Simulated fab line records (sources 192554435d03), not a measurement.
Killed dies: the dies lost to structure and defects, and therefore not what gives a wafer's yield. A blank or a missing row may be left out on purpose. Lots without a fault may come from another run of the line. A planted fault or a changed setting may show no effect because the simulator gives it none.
Struck lot and sound lot, side by side / flow n5_finfet / 23 out of 1938 route steps
Sound: these wafers, L355.2, L355.3, L355.5. Wafers L351.1, L351.4, L351.5 were the ones struck. At the end, the cause is stated.
At each step with rows: each side's tool, then ch and its chambers, then its first start. Under that, the readings that differ: sound wafers / struck wafers / difference of the means / sigmas: that difference in standard deviations of wafers without a fault.
alike: readings with means less than 2 such deviations apart, plus words and numbers identical on both sides. not compared: withheld readings, readings lacking a value on some wafer, bounds such as >300 that could conceal the same value, and numbers that have no deviation in the record and whose values overlap.
Wherever a step has rows on one side only, a row that says differs or no value, or a row with sigmas, the two part there. Non-overlapping numbers with no deviation appear without sigmas and do not part them. Lack of a reading on every wafer of one side parts them only where that side has two or more wafers.

N5_BEOL_M6_INSPECT_13: inspects for defects (brightfield).
  struck on defect_inspect-01, day 11 14:49; sound on defect_inspect-01, day 11 23:23
  alike: raw_defect_count
N5_BEOL_M6_DESCUM_16: chemistry O2, time 7.9 s.
  sound on rie_diel-01 ch 0,2,3, day 11 23:25; struck on rie_diel-03 ch 0,3, day 11 14:52
  alike: drypump_motor_current_A, oes_product_au, rf_vpp_V, showerhead_plenum_p_Torr, throttle_valve_pct
  not compared: rf_hours_counter_h
then, 1 step without rows for these wafers: N5_BEOL_M6_ETCH_61 (etches SiARC in CF4, target depth 45.5 nm, time 75.8 s).
N5_BEOL_M6_ETCH_62: etches SOC in N2/H2, target depth 110 nm, overetch 22 nm, time 165 s.
  sound on rie_diel-01 ch 0,2,3, day 11 23:31; struck on rie_diel-03 ch 0,3, day 11 14:57
  alike: drypump_motor_current_A, oes_product_au, rf_vpp_V, showerhead_plenum_p_Torr, throttle_valve_pct
  not compared: rf_hours_counter_h
then, 1 step without rows for these wafers: N5_BEOL_M6_STRIP_68 (strips in N2/H2).
N5_BEOL_M6_STRIP_67: strips in CF4.
  sound on rie_diel-01 ch 0,2,3, day 11 23:40; struck on rie_diel-03 ch 0,3, day 11 15:05
  alike: drypump_motor_current_A, oes_product_au, rf_vpp_V, showerhead_plenum_p_Torr, throttle_valve_pct
  not compared: rf_hours_counter_h
then, 1 step without rows for these wafers: N5_BEOL_M6_HM_OPEN_17 (chemistry Cl2/BCl3, target TiN, target depth 20 nm, overetch 6 nm).
N5_BEOL_M6_STRIP_19: strips in O2.
  sound on rie_diel-03 ch 1,3, day 11 23:52; struck on rie_diel-03 ch 0,2,3, day 11 15:15
  alike: drypump_motor_current_A, oes_product_au, rf_vpp_V, showerhead_plenum_p_Torr, throttle_valve_pct
  not compared: rf_hours_counter_h
N5_BEOL_M6_CD_MEAS_18: pitch 80 nm, target cd 40 nm.
  struck on cd_sem-03, day 11 15:19; sound on cd_sem-01, day 11 23:56
  alike: cd_nm
then, 3 steps without rows for these wafers: N5_BEOL_M6_COAT_63 (time 60 s, resist thk 60 nm); N5_BEOL_M6_COAT_64 (time 60 s, resist thk 12 nm); N5_BEOL_M6_COAT_71 (time 60 s, resist thk 5 nm).
N5_BEOL_M6_COAT_22: resist thk 30 nm.
  sound on litho_track-03 ch 0, day 12 01:28; struck on litho_track-02 ch 0, day 11 16:55
reading=spin_speed_rpm (rpm); sound=1501.5 1501.4 1499.4; struck=1526.4 1525.9 1525.8; difference=+25.3; sigmas=+26
reading=model.CAR-EUV_of_BEOL_M6_COAT_22.thk_nm (nm); sound=30 30.2 30; struck=29.8 29.8 29.8; difference=-0.3; sigmas=
then, 5 steps without rows for these wafers: N5_BEOL_M6_EBR_24; N5_BEOL_M6_SOFTBAKE_23 (time 60 s); N5_BEOL_M6_EXPOSE_25 (exposes mask V5, target cd 40 nm); N5_BEOL_M6_PEB_26 (peb time 60 s); N5_BEOL_M6_DEVELOP_27 (develop time 30 s).
N5_BEOL_M6_CD_MEAS_28: target cd 40 nm.
  sound on cd_sem-03 ch 0, day 12 01:51; struck on cd_sem-02 ch 0, day 11 17:10
  alike: cd_nm
N5_BEOL_M6_OVL_MEAS_29:
  sound on overlay-02 ch 0, day 12 01:53; struck on overlay-01 ch 0, day 11 17:12
  alike: V5_OVL
N5_BEOL_M6_INSPECT_30: inspects for defects (brightfield).
  struck on defect_inspect-02, day 11 17:16; sound on defect_inspect-02, day 12 01:56
  alike: raw_defect_count
N5_BEOL_M6_DESCUM_33: chemistry O2, time 7 s.
  sound on rie_diel-02 ch 0,3, day 12 02:01; struck on rie_diel-02 ch 0,2, day 11 17:17
reading=model.CAR-EUV_of_BEOL_M6_COAT_22.thk_nm (nm); sound=26.2 26.2 26.2; struck=25.8 26 25.8; difference=-0.3; sigmas=
  alike: drypump_motor_current_A, oes_product_au, rf_vpp_V, showerhead_plenum_p_Torr, throttle_valve_pct
  not compared: rf_hours_counter_h
N5_BEOL_M6_ETCH_72: etches underlayer in N2/H2, target depth 6.5 nm, time 5.2 s.
  sound on rie_diel-02 ch 0,3, day 12 02:04; struck on rie_diel-02 ch 0,2, day 11 17:20
  alike: drypump_motor_current_A, etch_rf_on_time_s, oes_product_au, rf_vpp_V, showerhead_plenum_p_Torr, throttle_valve_pct
  not compared: rf_hours_counter_h

## WHERE THEY PART
Within this record, at N5_BEOL_M6_COAT_22 only. Later steps at which nothing parts them and some readings are alike: N5_BEOL_M6_CD_MEAS_28, N5_BEOL_M6_OVL_MEAS_29, N5_BEOL_M6_INSPECT_30, N5_BEOL_M6_DESCUM_33, N5_BEOL_M6_ETCH_72.

WHY: the cause the simulator had injected
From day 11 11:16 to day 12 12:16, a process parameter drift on litho_track-02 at N5_BEOL_M6_COAT_22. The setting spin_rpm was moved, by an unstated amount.
